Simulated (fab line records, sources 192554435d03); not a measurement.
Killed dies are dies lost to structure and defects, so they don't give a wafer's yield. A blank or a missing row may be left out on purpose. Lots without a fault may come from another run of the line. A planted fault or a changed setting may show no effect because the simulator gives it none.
fab line records | flow n5_finfet
record lots=10 wafers=23 last_day=18
route steps=1938 shown MOL_CONTACT_COAG@554 BEOL_M4@1111 PASSIVATION@1936
lots that met no fault: from a run of the same line without faults
start_h: hours from the record's first day to the start of the lot's first wafer shown | wait_h: hours since the lot's step before | " the same as in the row above | L1.1+2: a row that stands for several wafers | - no value, or no start given | * or withheld: withheld | < > ~ a bound
route shown NAME@n: a module of which the file shows steps, and the number in the route of the first | usual: mean/standard deviation of fault-free wafers | same: alike in all rows | chamber/n: place in a boat | sites: the reading at each site | _std_site: their standard deviation | _edge_site: outer sites' mean less inner sites' | radius_mm: how far each site lies from the wafer's centre | mask NAME#n: copy n | behind: the tool/chamber that last shaped the wafer | hold: why the lot was held/for how many hours/how that ended | device: the transistor (n, p or np) that didn't switch | end of line: the same wafers' tests at the end of the route | a step without rows: its recipe alone | killed: dies lost to structure and defects at the first sort, not the wafer's yield | map: a wafer's dies, x killed, . not, _ none there
set.NAME: the setting as run; set.NAME@STEP: as run at that earlier step | model.NAME: the simulator's own value behind a step, which no gauge read
steps of the route over a sample of lots; a table a step, a row a wafer
services: from which hour (start_h, from the record's first day; less than 0 if before it) a tool's chamber was out of use, for how many hours, and why
## steps
# step N5_MOL_CONTACT_COAG_CMP_23
# recipe stop_on=SiO2 t_overpolish_s=1.5 post_cmp_clean=cu_alkaline down_force_psi=2 platen_rpm=50.289 pad_velocity_m_s=1.0006 target_thk_nm=0
# usual motor_current_A=7.9/0.77 overpolish_run_s=1.498/0.0094 platen_rpm=50.28/0.035 time_to_endpoint_s=10.6/2.8
# columns lot.wafer tool chamber start_h wait_h motor_current_A overpolish_run_s platen_rpm time_to_endpoint_s
L718.4 cmp-02 2 95.62 0.2 8.0 1.481 50.29 9.2
L718.6 " 3 " " 8.8 1.488 50.26 8.7
L719.1 cmp-04 3 107.19 0.0 7.4 1.499 50.26 9.7
L719.2 " 0 " " 8.0 1.492 50.29 11.1
L719.4 " 2 " " 7.4 1.501 50.25 7.5
L726.3 cmp-02 0 143.64 0.1 8.0 1.495 50.30 12.9
L726.4 " 1 " " 7.5 1.486 50.30 10.6
L728.4 cmp-04 3 157.47 0.1 7.6 1.484 50.33 12.7
L730.2 cmp-04 2 168.49 0.1 7.6 1.493 50.27 5.9
L730.6 " 1 " " 6.9 1.509 50.27 10.4
L733.2 cmp-03 0 185.77 0.1 7.4 1.491 50.20 16.6
L733.4 " 2 " " 9.7 1.498 50.32 4.4
L733.6 " 0 " " 7.3 1.510 50.27 12.9
L734.3 cmp-03 0 191.37 0.1 7.3 1.503 50.32 15.3
L734.1 " 2 " " 10.1 1.490 50.25 8.8
L734.5 " 3 " " 7.6 1.496 50.28 9.0
L735.4 cmp-02 0 198.25 0.1 7.9 1.499 50.31 12.9
L735.1 " 1 " " 8.1 1.505 50.30 12.7
L737.1 cmp-03 2 216.94 0.0 9.4 1.498 50.31 10.0
L737.6 " 3 " " 7.3 1.500 50.32 8.5
L740.4 cmp-04 0 232.52 0.1 8.3 1.502 50.21 10.8
L740.6 " 3 " " 7.8 1.484 50.28 10.6
L740.5 " 0 " " 8.0 1.481 50.27 11.3
# step N5_MOL_CONTACT_COAG_ETCH_90
# recipe chemistry=CF4 target=SiARC target_depth_a=130 mask_material=CAR-EUV time_s=21.7 ion_energy_ev=80 pressure_mtorr=40 source_w=545 bias_w=36 Ar_flow_sccm=100 cf4_flow_sccm=100 ends=cleared
# usual drypump_motor_current_A=5.7/0.4 etch_rf_on_time_s=21.7/0.64 oes_product_au=0.66/0.078 rf_fwd_power_W=531.5/1.8 rf_vpp_V=184.4/1 showerhead_plenum_p_Torr=2.17/0.058 throttle_valve_pct=15.68/0.23
# columns lot.wafer tool chamber start_h wait_h drypump_motor_current_A etch_rf_on_time_s oes_product_au rf_fwd_power_W rf_hours_counter_h rf_vpp_V showerhead_plenum_p_Torr throttle_valve_pct
L718.4 rie_diel-04 0 99.93 0.0 5.3 21.8 0.60 531.2 217 186.8 2.20 15.94
L718.6 " 2 " " 5.8 21.9 0.72 530.6 - 185.3 2.26 15.66
L719.1 rie_diel-06 0 111.28 0.0 5.3 22.8 0.59 530.8 181 183.3 2.07 15.77
L719.2 " 2 " " 6.4 21.8 0.59 531.8 248 186.8 2.18 15.70
L719.4 " 0 " " 5.3 22.8 0.59 529.7 - 182.2 2.07 15.78
L726.3 rie_diel-06 2 148.00 0.0 6.3 36.3 0.67 538.5 2 183.2 2.18 15.24
L726.4 " 3 " " 5.7 21.3 0.79 532.9 10 185.2 2.19 15.25
L728.4 rie_diel-06 3 162.78 0.0 5.7 21.6 0.78 533.2 15 185.8 2.19 15.24
L730.2 rie_diel-04 3 172.35 0.0 5.3 21.1 0.62 531.6 228 184.3 2.12 15.95
L730.6 " 0 " " 5.3 21.8 0.58 533.0 - 187.2 2.19 15.98
L733.2 rie_diel-05 3 191.38 0.0 6.2 22.0 0.58 533.6 238 183.2 2.11 15.86
L733.4 " 0 " " 5.3 22.8 0.76 531.0 - 184.1 2.10 15.40
L733.6 " 3 " " 6.1 21.8 0.59 535.0 - 184.2 2.11 15.86
L734.1 rie_diel-05 1 195.53 0.0 6.1 21.1 0.75 531.1 42 185.4 2.18 15.26
L734.3 " 3 " " 6.1 22.0 0.58 533.3 241 182.1 2.11 15.86
L734.5 " 1 " " 6.1 21.0 0.76 527.5 - 185.9 2.18 15.27
L735.1 rie_diel-04 1 202.68 0.0 5.4 21.7 0.60 531.5 240 185.6 2.19 15.78
L735.4 " 1 " " 5.4 21.8 0.60 532.0 - 184.5 2.19 15.78
L737.1 rie_diel-04 2 221.33 0.0 5.8 21.7 0.68 529.8 121 183.5 2.24 15.76
L737.6 " 0 " " 5.3 21.0 0.82 533.2 - 184.2 2.19 15.46
L740.4 rie_diel-06 0 236.39 0.0 5.3 22.5 0.56 534.2 229 183.6 2.05 15.86
L740.5 " 0 " " 5.3 22.4 0.57 530.9 - 184.2 2.05 15.87
L740.6 " 3 " " 5.7 21.1 0.74 530.5 - 184.2 2.18 15.30
# step N5_MOL_CONTACT_COAG_VIA_ETCH_46
# recipe chemistry=C4F6/O2 target_depth_a=460 overetch_a=92 mask_material=SOC target=SiO2 bias_w=455 pressure_mtorr=10 time_s=40 source_w=325 Ar_flow_sccm=300 C4F6_flow_sccm=10 O2_flow_sccm=10 ion_energy_ev=575.3 ends=end_point
# usual drypump_motor_current_A=5.8/0.42 oes_product_au=0.70/0.089 rf_fwd_power_W=322.9/1.3 rf_vpp_V=1596/63 showerhead_plenum_p_Torr=2.87/0.069 throttle_valve_pct=40.8/0.37
# columns lot.wafer tool chamber start_h wait_h drypump_motor_current_A oes_product_au rf_fwd_power_W rf_hours_counter_h rf_vpp_V showerhead_plenum_p_Torr throttle_valve_pct
L718.4 rie_diel-06 0 100.86 0.0 5.3 0.64 321.9 177 1529 2.76 41.2
L718.6 " 0 " " 5.3 0.65 321.9 - 1528 2.76 41.2
L719.1 rie_diel-06 2 111.95 0.0 6.4 0.62 323.8 249 1670 2.88 40.4
L719.2 " 1 " " 6.5 0.64 320.2 228 1649 2.93 40.9
L719.4 " 0 " " 5.4 0.64 320.9 - 1527 2.76 41.3
L726.3 rie_diel-04 0 148.42 0.0 5.3 0.62 322.8 233 1656 2.93 41.7
L726.4 " 1 " " 5.4 0.64 323.5 220 1568 2.89 40.4
L728.4 rie_diel-06 1 163.20 0.0 6.5 0.63 323.1 250 1647 2.92 40.9
L730.2 rie_diel-05 1 172.90 0.0 6.0 0.79 322.5 37 1585 2.89 40.9
L730.6 " 3 " " 6.1 0.64 325.0 - 1593 2.80 40.6
L733.2 rie_diel-05 2 191.79 0.0 5.7 0.68 321.9 129 1638 2.94 40.5
L733.4 " 0 " " 5.3 0.82 323.1 - 1617 2.79 41.5
L733.6 " 2 " " 5.7 0.68 321.2 - 1639 2.94 40.5
L734.1 rie_diel-06 3 196.03 0.0 5.7 0.78 323.8 28 1555 2.88 40.6
L734.3 " 1 " " 6.5 0.86 321.8 7 1648 2.91 40.6
L734.5 " 2 " " 6.4 0.84 323.7 - 1671 2.87 40.7
L735.1 rie_diel-06 0 203.10 0.0 5.3 0.60 322.6 218 1526 2.75 41.3
L735.4 " 2 " " 6.4 0.83 323.8 22 1671 2.87 40.7
L737.1 rie_diel-04 0 221.89 0.0 5.3 0.85 321.7 4 1654 2.92 40.6
L737.6 " 0 " " 5.3 0.87 321.2 - 1653 2.92 40.6
L740.4 rie_diel-06 1 236.86 0.0 6.5 0.83 321.9 21 1646 2.91 40.7
L740.5 " 1 " " 6.5 0.85 321.9 - 1647 2.91 40.7
L740.6 " 0 " " 5.4 0.61 323.5 - 1527 2.74 41.3
# step N5_MOL_CONTACT_COAG_STRIP_96
# recipe chemistry=N2/H2 power_w=500 temp_c=40 pressure_mtorr=50 rf_frequency_hz=6e+07 overash_fraction=0.3 bias_power_w=28 h2_frac=0.5 n2_flow_sccm=300 h2_flow_sccm=300
# usual bias_power_w=28.01/0.087 drypump_motor_current_A=5.8/0.43 h2_flow_sccm=300.1/0.95 oes_product_au=0.79/0.1 rf_vpp_V=122.2/1.3 showerhead_plenum_p_Torr=3.39/0.1 throttle_valve_pct=18.9/0.49
# same overash_fraction=0.3
# columns lot.wafer tool chamber start_h wait_h bias_power_w drypump_motor_current_A h2_flow_sccm oes_product_au rf_hours_counter_h rf_vpp_V showerhead_plenum_p_Torr throttle_valve_pct
L718.4 rie_diel-06 0 100.93 0.0 27.86 5.4 301.7 0.71 177 119.5 3.19 18.8
L718.6 " 0 " " 28.05 5.3 302.3 0.70 - 122.3 3.19 18.8
L719.1 rie_diel-06 2 112.01 0.0 28.10 6.4 300.1 0.69 249 124.4 3.42 18.6
L719.2 " 1 " " 27.90 6.5 299.3 0.72 228 124.3 3.43 18.7
L719.4 " 0 " " 28.09 5.4 300.1 0.70 - 120.1 3.19 18.8
L726.3 rie_diel-04 0 148.49 0.0 27.92 5.3 299.5 0.67 233 123.0 3.43 19.1
L726.4 " 1 " " 27.98 5.4 299.5 0.72 220 121.8 3.48 20.0
L728.4 rie_diel-06 1 163.27 0.0 27.99 6.5 301.9 0.70 250 122.3 3.42 18.7
L730.2 rie_diel-05 1 172.97 0.0 28.03 6.1 298.8 0.90 37 123.1 3.42 18.5
L730.6 " 3 " " 28.02 6.1 300.6 0.69 - 120.3 3.33 19.7
L733.2 rie_diel-05 2 191.86 0.0 27.88 5.7 299.5 0.78 129 121.7 3.53 19.3
L733.4 " 0 " " 28.06 5.4 299.1 0.91 - 122.6 3.32 19.1
L733.6 " 2 " " 27.88 5.7 302.1 0.77 - 122.8 3.53 19.3
L734.1 rie_diel-06 3 196.09 0.0 28.03 5.7 299.0 0.88 28 123.7 3.43 18.4
L734.3 " 1 " " 28.02 6.5 300.4 0.96 7 121.7 3.42 18.3
L734.5 " 2 " " 27.94 6.4 301.5 0.92 - 121.1 3.41 18.2
L735.1 rie_diel-06 0 203.16 0.0 28.09 5.4 300.6 0.68 218 122.3 3.17 18.9
L735.4 " 2 " " 28.09 6.4 299.5 0.91 22 122.0 3.41 18.2
L737.1 rie_diel-04 0 221.96 0.0 28.01 5.3 298.8 0.94 4 122.9 3.42 18.6
L737.6 " 0 " " 28.06 5.3 298.7 0.94 - 123.5 3.42 18.6
L740.4 rie_diel-06 1 236.92 0.0 28.10 6.6 300.6 0.93 21 122.7 3.41 18.4
L740.5 " 1 " " 28.11 6.5 299.1 0.93 - 124.7 3.41 18.4
L740.6 " 0 " " 28.15 5.3 298.4 0.66 - 121.5 3.17 18.9
# step N5_BEOL_M4_RC_MEAS_101
# usual DIBL_N=36.1/2 DIBL_P=36.3/2.5 IOFF_N=0.16/0.037 IOFF_P=0.21/0.039 ION_N=678/15 ION_P=465/8.7 SS_N=71.4/0.7 SS_P=73.3/0.74 VT_N=249/3.6 VT_P=-250.0/2.9
# columns lot.wafer tool chamber start_h wait_h DIBL_N[mV/V] DIBL_P[mV/V] IOFF_N[nA/um] IOFF_P[nA/um] ION_N[uA/um] ION_P[uA/um] SS_N[mV/dec] SS_P[mV/dec] VT_N[mV] VT_P[mV]
L718.4 prober-01 0 162.15 0.5 35.5 36.4 0.16 0.26 669 475 72.2 73.6 251 -243.3
L718.6 " 0 " " 33.2 33.5 0.11 0.20 649 462 71.1 72.7 257 -247.6
L719.1 prober-02 0 178.41 0.0 38.3 39.1 0.24 0.29 711 482 71.9 73.6 241 -245.8
L719.2 " 0 " " 35.3 35.5 0.16 0.22 670 465 71.7 71.8 249 -248.4
L719.4 " 0 " " 35.2 36.0 0.16 0.23 671 465 71.8 72.8 245 -249.0
L726.3 prober-02 0 233.23 0.3 38.9 40.1 0.20 0.21 675 456 72.3 73.5 250 -253.0
L726.4 " 0 " " 35.9 37.6 0.15 0.18 673 453 71.5 72.7 252 -254.6
L728.4 prober-02 0 239.22 0.5 36.6 35.8 0.16 0.22 685 462 72.0 73.9 246 -250.9
L730.2 prober-02 0 256.44 0.2 38.8 41.2 0.25 0.32 705 485 72.3 73.9 243 -243.5
L730.6 " 0 " " 38.7 39.1 0.23 0.27 697 474 72.0 73.4 244 -249.4
L734.1 prober-02 0 283.95 0.0 32.4 32.2 0.11 0.13 660 448 70.8 71.7 252 -256.9
L734.3 " 0 " " 35.0 36.2 0.15 0.18 670 458 71.6 73.5 250 -254.3
L734.5 " 0 " " 32.9 34.0 0.13 0.16 675 461 70.4 71.8 248 -254.9
L733.2 prober-02 0 285.04 0.7 38.7 38.7 0.22 0.25 690 463 72.0 74.1 246 -247.5
L733.4 " 0 " " 37.1 37.5 0.20 0.23 690 469 71.7 72.8 246 -248.3
L733.6 " 0 " " 38.4 39.5 0.22 0.27 697 469 72.0 74.3 242 -247.3
L735.1 prober-02 0 299.15 0.0 35.3 36.6 0.15 0.21 654 456 71.2 73.1 252 -249.0
L735.4 " 0 " " 34.1 34.7 0.14 0.19 674 473 70.5 71.9 251 -250.6
L737.1 prober-02 0 308.27 0.0 34.5 35.3 0.15 0.20 690 476 71.0 72.5 249 -250.5
L737.6 " 0 " " 34.3 35.2 0.13 0.19 660 453 70.8 72.5 252 -249.1
L740.4 prober-01 0 325.44 0.5 39.8 41.0 0.25 0.31 702 476 72.3 74.4 242 -245.9
L740.5 " 0 " " 36.3 37.9 0.17 0.25 687 474 71.1 74.2 246 -244.9
L740.6 " 0 " " 37.8 38.1 0.21 0.24 689 460 72.4 74.1 244 -248.1
# step N5_PASSIVATION_PROBE_49
# usual defect_limited_yield=91.1/1.3 killed_at_M0_to_M3=32/9.7 killed_at_M4_up=16/6 killed_at_contacts=12/5.9 killed_at_front_end=41/11 killed_at_other=4/3.1 killed_dies=104/16 killed_open=68/12 killed_short=34/7.4 sort_bin_5_function=5.1/0.85 sort_bin_6_memory=3.3/0.66 sort_bin_8_speed=0.1/0.53 sort_n_pass=1075/16 sort_yield_pct=91.1/1.4
# same gross_dies=1180 killed_at_back_side=0 sort_bin_4_leakage[%]=0
# columns lot.wafer tool chamber start_h wait_h defect_limited_yield[%] killed_at_M0_to_M3 killed_at_M4_up killed_at_contacts killed_at_front_end killed_at_other killed_dies killed_open killed_short sort_bin_5_function[%] sort_bin_6_memory[%] sort_bin_8_speed[%] sort_n_pass sort_yield_pct[%]
L733.2 prober-02 - 399.00 0.1 89.8 45 10 10 55 0 120 81 31 5.7 3.8 0 1060 89.8
# killed by level:class
L733.2 FIN_SAQP:geometric_particle:open=14 BEOL_M3:geometric_particle:open=12 BEOL_M0_SAQP:geometric_particle:open=11 FIN_SAQP:geometric_particle:short=10 BEOL_M2:geometric_particle:open=9 HKMG_FIN:area_etch=8 MOL_CONTACT_COAG:geometric_particle:open=7 BEOL_M0_SAQP:geometric_particle:short=7
## services
# columns tool chamber start_h hours kind
cmp-04 - 80.10 20.2 pm
rie_diel-06 0 80.80 5.8 repair
rie_diel-05 1 102.88 4.1 repair
rie_diel-06 3 109.47 - clean
rie_diel-06 3 109.47 - consumable_replace:focus_ring
rie_diel-06 3 109.47 17.5 scheduled_down
rie_diel-06 3 109.47 17.5 vent_cycle
cmp-03 - 119.44 0.9 repair
rie_diel-06 2 127.08 - clean
rie_diel-06 2 127.08 - consumable_replace:focus_ring
rie_diel-06 2 127.08 14.0 scheduled_down
rie_diel-06 2 127.08 14.0 vent_cycle
cmp-04 - 140.74 4.0 pm
cmp-02 - 155.54 2.0 repair
rie_diel-06 1 163.37 - clean
cmp-02 - 163.44 3.8 pm
rie_diel-05 0 167.07 5.0 repair
cmp-04 - 171.47 3.7 pm
rie_diel-04 2 175.54 3.6 repair
rie_diel-05 1 183.42 12.0 repair
cmp-03 - 185.96 4.0 pm
cmp-03 - 202.86 7.1 pm
rie_diel-05 - 205.16 0.7 repair
rie_diel-05 - 218.37 0.1 repair
## key
first_sign step=N5_MOL_CONTACT_COAG_ETCH_90 reading=etch_rf_on_time_s direction=up sigmas=23 usual=* struck=*
effect step=N5_MOL_CONTACT_COAG_ETCH_90 reading=rf_fwd_power_W direction=up sigmas=3.8 usual=* struck=*
met_at N5_MOL_CONTACT_COAG_ETCH_90
struck_lots L726
struck_wafers L726.3
not_acting_at N5_MOL_CONTACT_COAG_CMP_23,N5_MOL_CONTACT_COAG_VIA_ETCH_46,N5_MOL_CONTACT_COAG_STRIP_96
onset_between 111.28 148.00
fault kind=process_parameter_drift tool=rie_diel-06 chamber=- onset_h=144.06 steps=N5_MOL_CONTACT_COAG_ETCH_90 channel=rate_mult offset=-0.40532 shape=step end_h=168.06 scope=struck_wafers_only
